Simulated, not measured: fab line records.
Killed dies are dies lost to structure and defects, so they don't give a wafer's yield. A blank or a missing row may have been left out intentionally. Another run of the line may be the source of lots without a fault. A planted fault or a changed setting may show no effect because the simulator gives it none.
Comparing a struck lot with a sound one | flow nand-harc | 13 steps out of a route of 1159
Sound: wafers L647.1, L647.5, L647.6. Struck: wafers L656.1, L656.2, L656.5. The cause is named last.
For every step that has rows: the tool of each side, followed by ch and its chambers, followed by its first start. Under that, the readings that differ: sound wafers | struck wafers | difference of the means | sigmas: that difference in standard deviations of wafers without a fault.
alike: a reading whose means differ by less than 2 such deviations, as well as words and numbers matching on both sides. not compared: withheld readings; readings where some wafer has no value; bounds like >300 that might hide an equal value; numbers whose values overlap and for which the record gives no deviation.
Wherever a step has rows on one side only, a row that says differs or no value, or a row with sigmas, the two part there. Numbers that have no deviation but don't overlap get no sigmas and don't part them. A reading missing from all wafers of one side parts the sides only when that side holds two or more wafers.

NHARC_A_SOURCE_PLATE_THK_MEAS_06: measures by ellipsometry.
  sound: film-metro-02 at day 8 04:16; struck: film-metro-01 at day 9 16:11
  alike: thk-nm
NHARC_A_SOURCE_PLATE_INSPECT_08:
  sound: defect-inspect-02 at day 8 04:20; struck: defect-inspect-01 at day 9 16:15
  reading          | sound     | struck   | difference | sigmas
  raw-defect-count | 97 146 85 | 43 42 41 | -67        | -3
after that, 1 step with no rows for these wafers: NHARC_A_ONON_D1_DEP_00 (target thk 1000 nm).
NHARC_A_ONON_D1_THK_MEAS_02: measures by ellipsometry.
  sound: film-metro-02 at day 8 04:55; struck: film-metro-01 at day 9 16:50
  alike: thk-nm
after that, 1 step with no rows for these wafers: NHARC_A_ONON_D1_DEP_03 (target thk 1000 nm).
NHARC_A_ONON_D1_THK_MEAS_05: measures by ellipsometry.
  sound: film-metro-01 at day 8 05:29; struck: film-metro-01 at day 9 17:24
  alike: thk-nm
after that, 1 step with no rows for these wafers: NHARC_A_ONON_D1_DEP_06 (target thk 1000 nm).
NHARC_A_ONON_D1_THK_MEAS_08: measures by ellipsometry.
  sound: film-metro-02 at day 8 06:02; struck: film-metro-02 at day 9 17:58
  alike: thk-nm
after that, 1 step with no rows for these wafers: NHARC_A_ONON_D1_DEP_09 (target thk 1000 nm).
NHARC_A_ONON_D1_THK_MEAS_11: measures by ellipsometry.
  sound: film-metro-02 at day 8 06:36; struck: film-metro-01 at day 9 18:32
  reading     | sound          | struck      | difference | sigmas
  thk-nm (nm) | 1013 1012 1012 | 985 984 984 | -28        | -3
NHARC_A_ONON_D1_DEP_12: target thk 1000 nm.
  sound on pecvd-onon-02 ch 0, day 8 06:40; struck on pecvd-onon-02 ch 0, day 9 18:35
NHARC_A_ONON_D1_THK_MEAS_14: measures by ellipsometry.
  sound: film-metro-01 at day 8 07:10; struck: film-metro-01 at day 9 19:16
  reading     | sound       | struck      | difference | sigmas
  thk-nm (nm) | 994 995 994 | 574 575 573 | -420       | -38
  not compared: hold
-- the record jumps here: 11 days lie between the struck wafers' starts before and after (it left off in module A_ONON_D1 and takes up again in module END, whose first step shown is number 1159 of the route) --
NHARC_END_SORT_01:
  at this point the record logs the struck wafers (prober-02 ch 0, day 21 04:17) and has no rows for the sound ones

== WHERE THEY PART ==
Earliest at NHARC_A_SOURCE_PLATE_INSPECT_08; latest, in this record, at NHARC_END_SORT_01.

WHY: whatever the simulator had introduced
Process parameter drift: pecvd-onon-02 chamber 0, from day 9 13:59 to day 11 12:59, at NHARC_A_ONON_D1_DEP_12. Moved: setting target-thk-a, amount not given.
